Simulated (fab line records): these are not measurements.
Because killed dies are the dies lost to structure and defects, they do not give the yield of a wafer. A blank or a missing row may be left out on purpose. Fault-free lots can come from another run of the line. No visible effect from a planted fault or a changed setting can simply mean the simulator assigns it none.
fab line records + flow n5-finfet
record
- lots=9
- wafers=27
- last-day=18
route steps=1938 shown BEOL_M5@1189 BEOL_M6@1212
lots with no fault: from the same line, run without faults
start-h: the number of hours between the record's first day and the start of the first shown wafer of the lot + wait-h: time in hours since the lot's previous step + " same as the row above + L1.1+2: a row that stands for several wafers + - value missing, or start not given + * or withheld: withheld + < > ~ a bound
route shown NAME@n: NAME is a module with steps in the file, n the number in the route of the first one + usual: average and standard deviation across the fault-free wafers + same: alike in all rows + chamber/n: place in a boat + sites: each site's reading + _std_site: the standard deviation of these + _edge_site: the outer-site mean with the inner-site mean subtracted + radius-mm: how far each site lies from the wafer's centre + mask NAME#n: copy n + behind: the most recent tool/chamber to have shaped the wafer + hold: the reason the lot was held/the length of the hold in hours/how it ended + device: the n, p or np transistor that did not switch + end of line: the same wafers' tests at the end of the route + for a step that has no rows: nothing shown but its recipe + killed: count of dies lost to structure and defects at first sort (not the wafer's yield) + map: the dies of a wafer, with x for killed, . for not killed, _ for no die there
set.NAME: the run value of the setting; set.NAME@STEP: its run value at that earlier step + model.NAME: the simulator's own value behind a step, which no gauge read
the route's steps for a sample of lots (tables are steps, rows are wafers)
services: from which hour (start-h, from the record's first day; less than 0 if before it) a tool's chamber was out of use, for how many hours, and why
## steps
# step N5_BEOL_M5_CO_CAP_78
# recipe
- material=Co
- target-thk-a=20
- temp-c=200
- precursor=CCTBA/H2
- pressure-torr=30
- time-s=102.1
# usual
- heater-power-w=245/27
| lot.wafer | tool      | chamber | start-h | wait-h | heater-power-w |
|-----------|-----------|---------|---------|--------|----------------|
| L397.1    | cvd-co-01 | 1       | 221.53  | 0.0    | 289            |
| L397.3    | "         | 0       | "       | "      | 248            |
| L397.5    | "         | 1       | "       | "      | 294            |
| L399.2    | cvd-co-01 | 0       | 223.61  | 0.0    | 254            |
| L399.3    | "         | 2       | "       | "      | 201            |
| L399.5    | "         | 1       | "       | "      | 280            |
| L398.1    | cvd-co-02 | 2       | 225.31  | 0.0    | 231            |
| L398.3    | "         | 1       | "       | "      | 235            |
| L398.6    | "         | 0       | "       | "      | 268            |
| L400.2    | cvd-co-01 | 1       | 233.27  | 0.0    | 290            |
| L400.4    | "         | 2       | "       | "      | 201            |
| L400.6    | "         | 0       | "       | "      | 248            |
| L404.2    | cvd-co-02 | 1       | 253.81  | 0.0    | 223            |
| L404.4    | "         | 2       | "       | "      | 236            |
| L404.6    | "         | 0       | "       | "      | 261            |
| L407.2    | cvd-co-01 | 0       | 284.56  | 0.0    | 244            |
| L407.4    | "         | 0       | "       | "      | 255            |
| L407.5    | "         | 1       | "       | "      | 292            |
| L410.3    | cvd-co-02 | 2       | 285.44  | 0.0    | 230            |
| L410.4    | "         | 0       | "       | "      | 262            |
| L410.5    | "         | 2       | "       | "      | 224            |
| L409.2    | cvd-co-02 | 2       | 289.53  | 0.0    | 229            |
| L409.4    | "         | 2       | "       | "      | 234            |
| L409.5    | "         | 0       | "       | "      | 263            |
| L417.3    | cvd-co-02 | 2       | 332.05  | 0.0    | 228            |
| L417.4    | "         | 1       | "       | "      | 231            |
| L417.5    | "         | 2       | "       | "      | 237            |
# step N5_BEOL_M6_ETCH_62
# recipe
- chemistry=N2/H2
- target=SOC
- target-depth-a=1100
- overetch-a=220
- mask-material=SiARC
- temp-c=40
- time-s=165
- ion-energy-ev=200
- pressure-mtorr=30
- source-w=840
- bias-w=150
- n2-flow-sccm=200
- h2-flow-sccm=200
# usual
- bias-w=150.0/0.44
- chamber-pressure-mTorr=30.001/0.027
- drypump-motor-current-A=5.7/0.37
- oes-product-au=0.70/0.05
- rf-vpp-V=524/3.5
- showerhead-plenum-p-Torr=2.55/0.12
- throttle-valve-pct=17.81/0.25
| lot.wafer | tool        | chamber | start-h | wait-h | bias-w | chamber-pressure-mTorr | drypump-motor-current-A | oes-product-au | rf-hours-counter-h | rf-vpp-V | showerhead-plenum-p-Torr | throttle-valve-pct |
|-----------|-------------|---------|---------|--------|--------|------------------------|-------------------------|----------------|--------------------|----------|--------------------------|--------------------|
| L397.1    | rie-diel-05 | 1       | 223.58  | 0.0    | 150.8  | 30.012                 | 5.6                     | 0.75           | 28                 | 522      | 2.49                     | 17.76              |
| L397.3    | "           | 2       | "       | "      | 150.5  | 29.992                 | 5.7                     | 0.71           | 71                 | 527      | 2.66                     | 17.63              |
| L397.5    | "           | 2       | "       | "      | 149.7  | 29.998                 | 5.7                     | 0.70           | -                  | 529      | 2.66                     | 17.65              |
| L399.2    | rie-diel-05 | 0       | 225.62  | 0.0    | 150.2  | 30.041                 | 5.5                     | 0.66           | 131                | 519      | 2.36                     | 18.24              |
| L399.3    | "           | 2       | "       | "      | 149.6  | 30.026                 | 5.7                     | 0.70           | 72                 | 528      | 2.66                     | 17.64              |
| L399.5    | "           | 2       | "       | "      | 150.2  | 30.002                 | 5.7                     | 0.70           | -                  | 529      | 2.66                     | 17.62              |
| L398.1    | rie-diel-03 | 0       | 228.70  | 0.0    | 150.4  | 29.944                 | 5.7                     | 0.78           | 16                 | 529      | 2.71                     | 17.52              |
| L398.3    | "           | 3       | "       | "      | 150.2  | 29.975                 | 6.4                     | 0.59           | 206                | 524      | 2.50                     | 17.51              |
| L398.6    | "           | 1       | "       | "      | 150.2  | 30.004                 | 5.4                     | 0.71           | -                  | 528      | 2.71                     | 18.01              |
| L400.2    | rie-diel-03 | 2       | 236.43  | 0.0    | 149.7  | 29.980                 | 5.7                     | 0.58           | 247                | 520      | 2.41                     | 18.17              |
| L400.4    | "           | 1       | "       | "      | 149.7  | 30.008                 | 5.5                     | 0.71           | 72                 | 530      | 2.71                     | 17.99              |
| L400.6    | "           | 0       | "       | "      | 149.9  | 29.969                 | 5.7                     | 0.78           | -                  | 529      | 2.71                     | 17.50              |
| L404.2    | rie-diel-01 | 1       | 256.94  | 0.0    | 148.5  | 29.968                 | 5.9                     | 0.71           | 84                 | 523      | 2.48                     | 17.87              |
| L404.4    | "           | 2       | "       | "      | 150.6  | 29.949                 | 5.1                     | 0.75           | 32                 | 523      | 2.47                     | 17.32              |
| L404.6    | "           | 3       | "       | "      | 149.9  | 30.027                 | 6.5                     | 0.71           | -                  | 529      | 2.68                     | 17.90              |
| L407.2    | rie-diel-01 | 3       | 287.51  | 0.0    | 149.8  | 30.030                 | 6.5                     | 0.70           | 71                 | 528      | 2.68                     | 17.91              |
| L407.4    | "           | 1       | "       | "      | 149.5  | 30.004                 | 5.8                     | 0.71           | 98                 | 521      | 2.48                     | 17.91              |
| L407.5    | "           | 3       | "       | "      | 150.4  | 29.986                 | 6.5                     | 0.70           | -                  | 530      | 2.68                     | 17.92              |
| L410.3    | rie-diel-05 | 1       | 288.93  | 0.0    | 149.9  | 29.971                 | 5.6                     | 0.72           | 50                 | 522      | 2.49                     | 17.81              |
| L410.4    | "           | 3       | "       | "      | 149.9  | 30.019                 | 5.5                     | 0.76           | 17                 | 525      | 2.61                     | 17.77              |
| L410.5    | "           | 1       | "       | "      | 149.7  | 30.005                 | 5.6                     | 0.72           | -                  | 522      | 2.49                     | 17.81              |
| L409.2    | rie-diel-05 | 0       | 292.61  | 0.0    | 149.8  | 30.028                 | 5.5                     | 0.64           | 153                | 518      | 2.35                     | 18.29              |
| L409.4    | "           | 3       | "       | "      | 150.3  | 29.980                 | 5.5                     | 0.75           | 19                 | 526      | 2.61                     | 17.76              |
| L409.5    | "           | 3       | "       | "      | 150.2  | 30.018                 | 5.5                     | 0.75           | -                  | 525      | 2.61                     | 17.76              |
| L417.3    | rie-diel-03 | 1       | 334.58  | 0.0    | 150.1  | 29.998                 | 5.5                     | 0.68           | 109                | 526      | 2.69                     | 18.08              |
| L417.4    | "           | 0       | "       | "      | 150.3  | 29.991                 | 5.7                     | 0.73           | 46                 | 528      | 2.70                     | 17.58              |
| L417.5    | "           | 0       | "       | "      | 149.5  | 29.990                 | 5.7                     | 0.73           | -                  | 526      | 2.70                     | 17.58              |
# step N5_BEOL_M6_EXPOSE_25
# recipe
- mask-id=V5
- na=0.33
- source-shape=annular
- sigma-inner=0.4
- sigma-outer=0.8
- polarization=unpolarized
- target-cd-nm=40
- dose-mj=45
# usual
- exposure-dose-mJ-cm2=44.97/0.042
| lot.wafer | tool           | chamber | start-h | wait-h | mask | exposure-dose-mJ-cm2 |
|-----------|----------------|---------|---------|--------|------|----------------------|
| L397.1    | euv-scanner-01 | 0       | 224.32  | -      | V5#0 | 45.08                |
| L397.3    | "              | 0       | "       | "      | V5#0 | 45.00                |
| L397.5    | "              | 0       | "       | "      | V5#0 | 45.03                |
| L399.2    | euv-scanner-01 | 0       | 226.81  | -      | V5#0 | 44.93                |
| L399.3    | "              | 0       | "       | "      | V5#0 | 44.92                |
| L399.5    | "              | 0       | "       | "      | V5#0 | 44.97                |
| L398.1    | euv-scanner-01 | 0       | 230.76  | -      | V5#0 | 45.02                |
| L398.3    | "              | 0       | "       | "      | V5#0 | 44.94                |
| L398.6    | "              | 0       | "       | "      | V5#0 | 45.01                |
| L400.2    | euv-scanner-01 | 0       | 238.04  | -      | V5#0 | 44.86                |
| L400.4    | "              | 0       | "       | "      | V5#0 | 45.02                |
| L400.6    | "              | 0       | "       | "      | V5#0 | 44.92                |
| L404.2    | euv-scanner-01 | 0       | 257.68  | -      | V5#0 | 44.06                |
| L404.4    | "              | 0       | "       | "      | V5#0 | 44.01                |
| L404.6    | "              | 0       | "       | "      | V5#0 | 43.99                |
| L407.2    | euv-scanner-02 | 0       | 288.19  | -      | V5#0 | 45.02                |
| L407.4    | "              | 0       | "       | "      | V5#0 | 44.95                |
| L407.5    | "              | 0       | "       | "      | V5#0 | 44.98                |
| L410.3    | euv-scanner-02 | 0       | 289.95  | -      | V5#0 | 45.04                |
| L410.4    | "              | 0       | "       | "      | V5#0 | 44.93                |
| L410.5    | "              | 0       | "       | "      | V5#0 | 44.95                |
| L409.2    | euv-scanner-02 | 0       | 293.40  | -      | V5#0 | 45.01                |
| L409.4    | "              | 0       | "       | "      | V5#0 | 44.95                |
| L409.5    | "              | 0       | "       | "      | V5#0 | 44.97                |
| L417.3    | euv-scanner-02 | 0       | 335.35  | -      | V5#0 | 44.91                |
| L417.4    | "              | 0       | "       | "      | V5#0 | 44.96                |
| L417.5    | "              | 0       | "       | "      | V5#0 | 44.87                |
# step N5_BEOL_M6_CD_MEAS_28
# recipe
- target-cd-nm=40
- landing-energy-ev=500
- detector=se-inlens
# usual
- cd-nm=40.03/0.23
| lot.wafer | tool      | chamber | start-h | wait-h | cd-nm |
|-----------|-----------|---------|---------|--------|-------|
| L397.1    | cd-sem-01 | 0       | 224.46  | -      | 39.92 |
| L397.3    | "         | 0       | "       | "      | 40.06 |
| L397.5    | "         | 0       | "       | "      | 39.86 |
| L399.2    | cd-sem-02 | 0       | 226.94  | -      | 40.18 |
| L399.3    | "         | 0       | "       | "      | 40.24 |
| L399.5    | "         | 0       | "       | "      | 40.07 |
| L398.1    | cd-sem-02 | 0       | 230.90  | -      | 39.97 |
| L398.3    | "         | 0       | "       | "      | 39.79 |
| L398.6    | "         | 0       | "       | "      | 39.96 |
| L400.2    | cd-sem-02 | 0       | 238.17  | -      | 39.96 |
| L400.4    | "         | 0       | "       | "      | 39.74 |
| L400.6    | "         | 0       | "       | "      | 39.85 |
| L404.2    | cd-sem-01 | 0       | 257.81  | -      | 41.56 |
| L404.4    | "         | 0       | "       | "      | 40.83 |
| L404.6    | "         | 0       | "       | "      | 42.06 |
| L407.2    | cd-sem-02 | 0       | 288.32  | -      | 39.66 |
| L407.4    | "         | 0       | "       | "      | 40.04 |
| L407.5    | "         | 0       | "       | "      | 39.71 |
| L410.3    | cd-sem-03 | 0       | 290.07  | -      | 39.89 |
| L410.4    | "         | 0       | "       | "      | 40.07 |
| L410.5    | "         | 0       | "       | "      | 40.26 |
| L409.2    | cd-sem-03 | 0       | 293.53  | -      | 39.88 |
| L409.4    | "         | 0       | "       | "      | 40.19 |
| L409.5    | "         | 0       | "       | "      | 39.67 |
| L417.3    | cd-sem-02 | 0       | 335.47  | -      | 39.68 |
| L417.4    | "         | 0       | "       | "      | 39.88 |
| L417.5    | "         | 0       | "       | "      | 39.93 |
# step N5_BEOL_M6_ETCH_72
# recipe
- chemistry=N2/H2
- target=underlayer
- target-depth-a=65
- mask-material=CAR-EUV
- time-s=5.2
- ion-energy-ev=200
- pressure-mtorr=30
- source-w=840
- bias-w=150
- n2-flow-sccm=200
- h2-flow-sccm=200
- ends=cleared
# usual
- bias-w=150.1/0.49
- chamber-pressure-mTorr=30.00/0.042
- drypump-motor-current-A=5.7/0.33
- etch-rf-on-time-s=5.20/0.15
- oes-product-au=0.71/0.055
- rf-vpp-V=524/3.5
- showerhead-plenum-p-Torr=2.57/0.12
- throttle-valve-pct=17.84/0.24
| lot.wafer | tool        | chamber | start-h | wait-h | bias-w | chamber-pressure-mTorr | drypump-motor-current-A | etch-rf-on-time-s | oes-product-au | rf-hours-counter-h | rf-vpp-V | showerhead-plenum-p-Torr | throttle-valve-pct |
|-----------|-------------|---------|---------|--------|--------|------------------------|-------------------------|-------------------|----------------|--------------------|----------|--------------------------|--------------------|
| L397.1    | rie-diel-05 | 2       | 224.66  | 0.0    | 150.1  | 29.94                  | 5.6                     | 5.33              | 0.69           | 71                 | 527      | 2.66                     | 17.66              |
| L397.3    | "           | 0       | "       | "      | 150.0  | 30.01                  | 5.6                     | 5.31              | 0.66           | 131                | 518      | 2.36                     | 18.25              |
| L397.5    | "           | 1       | "       | "      | 150.0  | 30.01                  | 5.6                     | 5.37              | 0.75           | -                  | 521      | 2.49                     | 17.77              |
| L399.2    | rie-diel-05 | 0       | 227.09  | 0.0    | 150.2  | 29.97                  | 5.5                     | 5.31              | 0.66           | 132                | 517      | 2.36                     | 18.27              |
| L399.3    | "           | 2       | "       | "      | 150.0  | 30.06                  | 5.6                     | 5.34              | 0.70           | 73                 | 527      | 2.66                     | 17.68              |
| L399.5    | "           | 0       | "       | "      | 151.0  | 29.98                  | 5.5                     | 5.32              | 0.65           | -                  | 516      | 2.36                     | 18.30              |
| L398.1    | rie-diel-05 | 3       | 231.06  | 0.0    | 151.2  | 30.03                  | 5.5                     | 4.99              | 0.84           | 1                  | 526      | 2.62                     | 17.78              |
| L398.3    | "           | 1       | "       | "      | 150.8  | 30.01                  | 5.6                     | 5.27              | 0.75           | 32                 | 522      | 2.49                     | 17.78              |
| L398.6    | "           | 0       | "       | "      | 149.2  | 30.02                  | 5.5                     | 5.28              | 0.65           | -                  | 517      | 2.36                     | 18.28              |
| L400.2    | rie-diel-01 | 0       | 238.32  | 0.0    | 150.3  | 29.95                  | 5.6                     | 5.33              | 0.73           | 43                 | 525      | 2.49                     | 17.85              |
| L400.4    | "           | 1       | "       | "      | 150.0  | 29.93                  | 5.8                     | 5.02              | 0.74           | 78                 | 522      | 2.49                     | 17.91              |
| L400.6    | "           | 2       | "       | "      | 149.5  | 29.94                  | 5.1                     | 5.03              | 0.78           | -                  | 522      | 2.47                     | 17.35              |
| L404.2    | rie-diel-05 | 3       | 259.40  | 0.0    | 149.7  | 30.03                  | 5.5                     | 4.99              | 0.79           | 11                 | 525      | 2.61                     | 17.77              |
| L404.4    | "           | 0       | "       | "      | 150.1  | 29.98                  | 5.5                     | 5.27              | 0.64           | 144                | 519      | 2.35                     | 18.32              |
| L404.6    | "           | 1       | "       | "      | 149.9  | 30.01                  | 5.6                     | 5.30              | 0.72           | -                  | 523      | 2.49                     | 17.81              |
| L407.2    | rie-diel-03 | 3       | 288.84  | 0.0    | 149.9  | 29.96                  | 6.5                     | 5.10              | 0.59           | 225                | 524      | 2.49                     | 17.62              |
| L407.4    | "           | 2       | "       | "      | 150.9  | 30.12                  | 5.7                     | 5.38              | 0.79           | 8                  | 530      | 2.73                     | 17.78              |
| L407.5    | "           | 2       | "       | "      | 150.4  | 30.09                  | 5.7                     | 5.36              | 0.79           | -                  | 529      | 2.73                     | 17.81              |
| L410.3    | rie-diel-05 | 0       | 291.27  | 0.0    | 149.8  | 30.05                  | 5.5                     | 5.35              | 0.63           | 153                | 520      | 2.35                     | 18.33              |
| L410.4    | "           | 1       | "       | "      | 149.6  | 29.99                  | 5.6                     | 5.31              | 0.72           | 51                 | 522      | 2.48                     | 17.84              |
| L410.5    | "           | 1       | "       | "      | 149.6  | 30.06                  | 5.6                     | 5.33              | 0.71           | -                  | 523      | 2.48                     | 17.84              |
| L409.2    | rie-diel-05 | 2       | 294.48  | 0.0    | 150.9  | 29.97                  | 5.7                     | 5.32              | 0.67           | 96                 | 525      | 2.65                     | 17.70              |
| L409.4    | "           | 1       | "       | "      | 150.0  | 30.01                  | 5.5                     | 5.37              | 0.70           | -                  | 523      | 2.48                     | 17.82              |
| L409.5    | "           | 2       | "       | "      | 149.4  | 29.99                  | 5.7                     | 5.30              | 0.68           | -                  | 527      | 2.65                     | 17.71              |
| L417.3    | rie-diel-05 | 0       | 336.06  | 0.0    | 149.8  | 30.01                  | 5.5                     | 5.36              | 0.63           | 168                | 518      | 2.34                     | 18.34              |
| L417.4    | "           | 1       | "       | "      | 150.3  | 29.94                  | 5.6                     | 5.36              | 0.70           | 68                 | 521      | 2.48                     | 17.87              |
| L417.5    | "           | 0       | "       | "      | 149.8  | 30.01                  | 5.5                     | 5.29              | 0.63           | -                  | 517      | 2.34                     | 18.36              |
## services
| tool           | chamber | start-h | hours | kind                          |
|----------------|---------|---------|-------|-------------------------------|
| euv-scanner-02 | -       | 200.16  | 3.8   | repair                        |
| euv-scanner-01 | -       | 204.83  | 5.8   | pm                            |
| cvd-co-02      | 1       | 205.50  | 7.8   | repair                        |
| rie-diel-03    | 2       | 206.92  | 7.6   | repair                        |
| rie-diel-05    | 3       | 208.59  | -     | clean                         |
| rie-diel-05    | 3       | 208.59  | -     | consumable-replace:focus-ring |
| rie-diel-05    | 3       | 208.59  | 21.5  | scheduled-down                |
| rie-diel-05    | 3       | 208.59  | 21.5  | vent-cycle                    |
| euv-scanner-02 | -       | 213.85  | 12.0  | pm                            |
| euv-scanner-02 | -       | 225.85  | 4.6   | pm                            |
| euv-scanner-02 | -       | 232.63  | 0.3   | repair                        |
| euv-scanner-01 | -       | 251.03  | 1.0   | pm                            |
| rie-diel-03    | -       | 255.51  | 15.6  | pm                            |
| rie-diel-05    | -       | 266.94  | 15.6  | pm                            |
| cvd-co-02      | -       | 272.54  | 2.8   | pm                            |
| euv-scanner-02 | -       | 272.93  | 1.0   | pm                            |
| euv-scanner-02 | -       | 287.43  | 0.1   | repair                        |
| rie-diel-01    | -       | 288.94  | 2.8   | pm                            |
| euv-scanner-01 | -       | 289.81  | 2.1   | repair                        |
| rie-diel-05    | 0       | 293.56  | 3.4   | repair                        |
| euv-scanner-01 | -       | 297.82  | 4.6   | pm                            |
| euv-scanner-01 | -       | 307.18  | 1.0   | pm                            |
| euv-scanner-02 | -       | 329.12  | 1.0   | pm                            |
| euv-scanner-02 | -       | 330.59  | 1.4   | repair                        |
## key
first-sign
- step=N5_BEOL_M6_EXPOSE_25
- reading=exposure-dose-mJ-cm2
- direction=down
- sigmas=23
- usual=44.97
- struck=44.02
effect
- step=N5_BEOL_M6_CD_MEAS_28
- reading=cd-nm
- direction=up
- sigmas=6.4
- usual=40.03
- struck=41.48
- through=control-loop
met-at N5_BEOL_M6_EXPOSE_25
struck-lots L404
loop-trim
- step=N5_BEOL_M6_EXPOSE_25
- setting=dose
- lots=L404
not-acting-at N5_BEOL_M5_CO_CAP_78,N5_BEOL_M6_ETCH_62,N5_BEOL_M6_ETCH_72
onset-between 238.04 257.68
fault
- kind=process-parameter-drift
- tool=euv-scanner-01
- chamber=-
- onset-h=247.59
- steps=N5_BEOL_M6_EXPOSE_25
- channel=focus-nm
- offset=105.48
- spread-by-wafer=0.3
- shape=step
# loop-trim: a control loop set the setting to another value than it would have without faults
